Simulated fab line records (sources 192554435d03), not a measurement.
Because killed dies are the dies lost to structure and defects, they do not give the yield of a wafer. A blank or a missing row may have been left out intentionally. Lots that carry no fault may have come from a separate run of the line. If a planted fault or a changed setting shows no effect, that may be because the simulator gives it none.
One fault through the eyes of 2 desks | flow n5_finfet | numbers are kept per desk, each desk with only its own; the story behind them comes last

== METROLOGY DESK ==
What the gauges read for every lot (on any tool): the sampled wafers with a number, averaged. Marked OUT: a lot whose mean sits more than 4 standard deviations from the usual mean, which makes it out of limits; the brackets give that distance.
Columns: A = cd_nm at N5_BEOL_M10_CD_MEAS_18, usual 69.3 nm
lot  | first seen here | A
L787 | day 11 20:46    | 68.5
L793 | day 13 07:07    | 69.2
L798 | day 14 11:35    | 69.2
L797 | day 14 20:19    | 70.3
L799 | day 15 02:27    | 68.3
L800 | day 15 02:59    | 69.5
L801 | day 15 09:52    | 70.1
Finding of this desk: none of the 7 lots has anything out of limits.

== TOOL OWNER'S DESK, arfi_scanner-01 ==
The tool's own readings at N5_BEOL_M10_EXPOSE_25 (exposes mask V9): means of the sampled wafers that have a number, for each lot that ran on this tool. Marked OUT: a lot whose mean sits more than 4 standard deviations from the usual mean, which makes it out of limits; the brackets give that distance.
Columns: A = exposure_dose_mJ_cm2 at N5_BEOL_M10_EXPOSE_25, usual 85.48
lot  | first seen here | A
L793 | day 13 08:22    | 85.52
L798 | day 14 12:34    | 83.26 (-27) OUT
L799 | day 15 03:45    | 83.73 (-21) OUT
L801 | day 15 10:30    | 84.15 (-16) OUT
This desk finds L798, L799, L801 out of limits, L798 being first, at day 14 12:34 (exposure_dose_mJ_cm2 at N5_BEOL_M10_EXPOSE_25). L793 stayed within limits.

== BROUGHT TOGETHER ==
The tool owner's desk could have raised an alarm at day 14 12:34, on L798, L799, L801.
Metrology desk: nothing out of limits seen.
The metrology desk has L798, L799, L801 on record, within its limits.
N5_BEOL_M10_EXPOSE_25 was run on arfi_scanner-01 by each of the lots named.

== WHAT THE SIMULATOR HAD INSERTED ==
Drift in process parameters on arfi_scanner-01 at N5_BEOL_M10_EXPOSE_25, starting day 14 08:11. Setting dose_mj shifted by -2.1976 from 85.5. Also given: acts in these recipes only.
Lots struck among those shown: L798, L799, L801.
Each desk's first reading out of limits, in hours after the fault started: the tool owner's desk, 4.
